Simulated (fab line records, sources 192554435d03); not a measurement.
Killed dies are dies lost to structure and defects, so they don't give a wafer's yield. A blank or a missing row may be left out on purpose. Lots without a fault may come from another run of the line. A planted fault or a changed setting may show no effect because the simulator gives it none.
Split-lot experiment | flow n5_finfet | 7 lots, 39 wafers read, on a route of 1938 steps

THE SPLIT
At N5_BEOL_M0_TRENCH_ETCH_107 (etches SiOC in C4F6/O2, target depth 32.8 nm, time 16.4 s), the setting target_depth_a was moved away from the recipe's 328 angstrom on 12 of the 39 wafers read, by -39.1% to -18.6%. The other wafers ran this setting at the recipe's value.

FROM THE SPLIT TO THE READING: what the file shows between them, 1 step
- N5_BEOL_M0_STRIP_142: strips in N2/H2, time 10 s

THE READING
trench_depth_nm, in nm, at N5_BEOL_M0_OCD_MEAS_108. Fault-free wafers of this fab line usually give 32.8 nm, standard deviation 0.78 nm.

wafer  | tool, chamber at the split | target_depth_a as run, angstrom | against the recipe | trench_depth_nm, nm | against lot-mates on the recipe
L074.1 | rie_diel-03, 0             | 328                             | recipe             | 32.5                | -
L074.2 | rie_diel-03, 1             | 328                             | recipe             | 33.6                | -
L074.3 | rie_diel-03, 3             | 328                             | recipe             | 32.5                | -
L074.4 | rie_diel-03, 2             | 266.9                           | -18.6%             | 26.2                | -6.7
L074.5 | rie_diel-03, 2             | 266.9                           | -18.6%             | 26.0                | -6.9
L074.6 | rie_diel-03, 3             | 266.9                           | -18.6%             | 26.0                | -6.9
L075.1 | rie_diel-06, 2,3           | 328                             | recipe             | 32.5                | -
L075.2 | rie_diel-06, 2,3           | 328                             | recipe             | 32.4                | -
L075.3 | rie_diel-06, 1,0           | 328                             | recipe             | 33.2                | -
L075.4 | rie_diel-06, 1,0           | 328                             | recipe             | 32.9                | -
L075.5 | rie_diel-06, 1             | 328                             | recipe             | 32.8                | -
L075.6 | rie_diel-06, 2             | 328                             | recipe             | 32.1                | -
L080.1 | rie_diel-02, 1             | 328                             | recipe             | 31.5                | -
L080.2 | rie_diel-02, 2             | 199.8                           | -39.1%             | 19.9                | -12.5
L080.3 | rie_diel-02, 3             | 199.8                           | -39.1%             | 19.9                | -12.5
L080.4 | rie_diel-02, 0             | 199.8                           | -39.1%             | 20.6                | -11.8
L080.5 | rie_diel-02, 2,3           | 328                             | recipe             | 32.9                | -
L080.6 | rie_diel-02, 2,3           | 328                             | recipe             | 32.7                | -
L083.1 | rie_diel-06, 1             | 328                             | recipe             | 33.6                | -
L083.2 | rie_diel-06, 2             | 266.8                           | -18.7%             | 25.9                | -7.3
L083.3 | rie_diel-06, 3,2           | 266.8                           | -18.7%             | 26.3                | -6.9
L083.4 | rie_diel-06, 0             | 328                             | recipe             | 32.8                | -
L083.5 | rie_diel-06, 1             | 328                             | recipe             | 33.3                | -
L083.6 | rie_diel-06, 3,2           | 266.8                           | -18.7%             | 25.9                | -7.3
L084.1 | rie_diel-06, 1             | 257.9                           | -21.4%             | 26.1                | -6.5
L084.2 | rie_diel-06, 3             | 257.9                           | -21.4%             | 25.5                | -7.1
L084.3 | rie_diel-06, 0,1           | 328                             | recipe             | 32.8                | -
L084.4 | rie_diel-06, 2             | 328                             | recipe             | 32.3                | -
L084.5 | rie_diel-06, 0             | 257.9                           | -21.4%             | 25.6                | -7.0
L084.6 | rie_diel-06, 0,1           | 328                             | recipe             | 32.8                | -
L088.3 | rie_diel-03, 1             | 328                             | recipe             | 33.6                | -
L088.5 | rie_diel-03, 1             | 328                             | recipe             | 33.1                | -
L088.6 | rie_diel-03, 2             | 328                             | recipe             | 31.4                | -
L096.1 | rie_diel-02, 1             | 328                             | recipe             | 32.9                | -
L096.2 | rie_diel-02, 2             | 328                             | recipe             | 34.7                | -
L096.3 | rie_diel-02, 0             | 328                             | recipe             | 34.2                | -
L096.4 | rie_diel-02, 3             | 328                             | recipe             | 32.7                | -
L096.5 | rie_diel-02, 2             | 328                             | recipe             | 34.2                | -
L096.6 | rie_diel-02, 3             | 328                             | recipe             | 32.8                | -
Where a row lists several chambers, the file gives one row for several wafers and doesn't say which wafer went through which chamber.

THE FIT
A straight line over all 39 wafers: trench_depth_nm changes by +0.337 nm for each +1% of target_depth_a; r = +0.99; the points scatter about the line by 0.69 nm.
The same after taking each lot's own level away (the mean of its wafers on the recipe; 39 wafers): +0.328 nm for each +1%; r = +0.99; scatter 0.66 nm.
On that fit, the largest move of target_depth_a shifts the reading by 13 nm.
The lots' own levels span 32.37 to 33.58 nm, that is 1.6 times the standard deviation above.
So the lot-to-lot level changes the slope little: the two slopes agree.
Check: with one of the wafers moved furthest among these (-39.1%) left out of the fit, the line predicts -13 nm for it against its lot-mates. It came out at -12.5 nm against them.

THE WHOLE CHAIN: every reading that the file lists as answering this split, in the file's order
step                       | what it does                                              | reading                                                                   | change (the file's fit)               | r (the file's)
N5_BEOL_M0_TRENCH_ETCH_107 | etches SiOC in C4F6/O2, target depth 32.8 nm, time 16.4 s | BEOL_M0.feature_depth_nm (the simulator's own value, which no gauge read) | +0.329 nm for each +1% of the setting | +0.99
N5_BEOL_M0_OCD_MEAS_108    |                                                           | trench_depth_nm                                                           | +0.331 nm for each +1% of the setting | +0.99

THE FILE'S OWN FIT
trench_depth_nm changes by +0.331 nm for each +1% of target_depth_a, r = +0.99.
